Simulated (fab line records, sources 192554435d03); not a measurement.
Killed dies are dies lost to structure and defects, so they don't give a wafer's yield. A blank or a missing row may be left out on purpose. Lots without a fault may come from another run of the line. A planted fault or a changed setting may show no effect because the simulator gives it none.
Split-lot experiment | flow n5_finfet | 7 lots, 21 wafers read, on a route of 1938 steps

THE SPLIT
At N5_BEOL_M14_COAT_66 (time 60 s, resist thk 110 nm), the setting spin_rpm was moved away from the recipe's 1500 rpm on 5 of the 21 wafers read, by -6.1% to +8.8%. The other wafers ran this setting at the recipe's value.

FROM THE SPLIT TO THE READING: what the file shows between them, 4 steps
- N5_BEOL_M14_DEVELOP_27: develop time 45 s (also split here: develop_time_s)
- N5_BEOL_M14_HARDBAKE_32: time 120 s
- N5_BEOL_M14_DESCUM_33: chemistry O2, time 7.9 s
- N5_BEOL_M14_ETCH_67: etches SiARC in CF4, target depth 143 nm, time 238.3 s

THE READING
SiARC_of_BEOL_M14_COAT_66.thk_nm (the simulator's own value, which no gauge read), in nm, at N5_BEOL_M14_ETCH_68 (etches SOC in N2/H2, time 450 s). The file gives no usual value for it. The 16 wafers here that ran the recipe average 65.6 nm, standard deviation 0.49 nm.

wafer  | tool, chamber at the split | spin_rpm as run, rpm | against the recipe | SiARC_of_BEOL_M14_COAT_66.thk_nm, nm | against lot-mates on the recipe
L077.1 | litho_track-01, 0          | 1500                 | recipe             | 65.4                                 | -
L077.3 | litho_track-01, 0          | 1500                 | recipe             | 65.6                                 | -
L077.5 | litho_track-01, 0          | 1500                 | recipe             | 65.2                                 | -
L075.3 | litho_track-01, 0          | 1500                 | recipe             | 65.4                                 | -
L075.4 | litho_track-01, 0          | 1500                 | recipe             | 65                                   | -
L075.5 | litho_track-01, 0          | 1500                 | recipe             | 66                                   | -
L080.1 | litho_track-03, 0          | 1500                 | recipe             | 66                                   | -
L080.3 | litho_track-03, 0          | 1500                 | recipe             | 65.8                                 | -
L080.4 | litho_track-03, 0          | 1578                 | +5.2%              | 63                                   | -2.9
L082.3 | litho_track-03, 0          | 1500                 | recipe             | 66.4                                 | -
L082.4 | litho_track-03, 0          | 1408                 | -6.1%              | 69.2                                 | +3.4
L082.5 | litho_track-03, 0          | 1500                 | recipe             | 65.2                                 | -
L087.4 | litho_track-05, 0          | 1619                 | +7.9%              | 61                                   | -4.8
L087.5 | litho_track-05, 0          | 1500                 | recipe             | 65.8                                 | -
L087.6 | litho_track-05, 0          | 1619                 | +7.9%              | 61.6                                 | -4.2
L091.2 | litho_track-03, 0          | 1500                 | recipe             | 65.8                                 | -
L091.3 | litho_track-03, 0          | 1500                 | recipe             | 66                                   | -
L091.4 | litho_track-03, 0          | 1500                 | recipe             | 64.4                                 | -
L090.3 | litho_track-05, 0          | 1500                 | recipe             | 66.2                                 | -
L090.4 | litho_track-05, 0          | 1500                 | recipe             | 65.4                                 | -
L090.6 | litho_track-05, 0          | 1632                 | +8.8%              | 61.2                                 | -4.6

THE FIT
A straight line over all 21 wafers: SiARC_of_BEOL_M14_COAT_66.thk_nm changes by -0.535 nm for each +1% of spin_rpm; r = -0.97; the points scatter about the line by 0.47 nm.
The same after taking each lot's own level away (the mean of its wafers on the recipe; 21 wafers): -0.552 nm for each +1%; r = -0.98; scatter 0.43 nm.
On that fit, the largest move of spin_rpm shifts the reading by 4.9 nm.
The lots' own levels span 65.40 to 65.90 nm, that is 1.0 times the standard deviation above.
So the lot-to-lot level changes the slope little: the two slopes agree.
Check: with one of the wafers moved furthest among these (+8.8%) left out of the fit, the line predicts -4.96 nm for it against its lot-mates. It came out at -4.6 nm against them.

OTHER SPLITS ON THESE WAFERS
These wafers also went through other splits before the reading. Each is held against what the fit with the lots' levels taken away leaves over:
other split on the same wafers        | wafers away from the commonest value | r with SiARC_of_BEOL_M14_COAT_66.thk_nm (lot level and that fit taken away)
N5_BEOL_M8_ETCH_61 bias_w             | 7                                    | -0.07
N5_BEOL_M9_ILD_DEP_00 time_s          | 6                                    | -0.18
N5_BEOL_M9_HM_DEP_02 target_thk_a     | 4                                    | -0.29
N5_BEOL_M11_ILD_DEP_00 time_s         | 6                                    | -0.01
N5_BEOL_M12_SPUTTER_44 time_s         | 8                                    | +0.31
N5_BEOL_M14_DEVELOP_27 develop_time_s | 8                                    | -0.03

THE WHOLE CHAIN: every reading that the file lists as answering this split, in the file's order
step                | what it does                                           | reading                                                                           | change (the file's fit)               | r (the file's)
N5_BEOL_M14_COAT_66 | time 60 s, resist thk 110 nm                           | SiARC_of_BEOL_M14_COAT_66.thk_nm (the simulator's own value, which no gauge read) | -0.534 nm for each +1% of the setting | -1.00
N5_BEOL_M14_ETCH_67 | etches SiARC in CF4, target depth 143 nm, time 238.3 s | etch.depth_nm (the simulator's own value, which no gauge read)                    | -0.534 nm for each +1% of the setting | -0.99
N5_BEOL_M14_ETCH_67 | etches SiARC in CF4, target depth 143 nm, time 238.3 s | coat_of_BEOL_M14_COAT_22.thk_nm (the simulator's own value, which no gauge read)  | +0.257 nm for each +1% of the setting | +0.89
N5_BEOL_M14_ETCH_68 | etches SOC in N2/H2, time 450 s                        | SiARC_of_BEOL_M14_COAT_66.thk_nm (the simulator's own value, which no gauge read) | -0.547 nm for each +1% of the setting | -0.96

THE FILE'S OWN FIT
SiARC_of_BEOL_M14_COAT_66.thk_nm changes by -0.547 nm for each +1% of spin_rpm, r = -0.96.
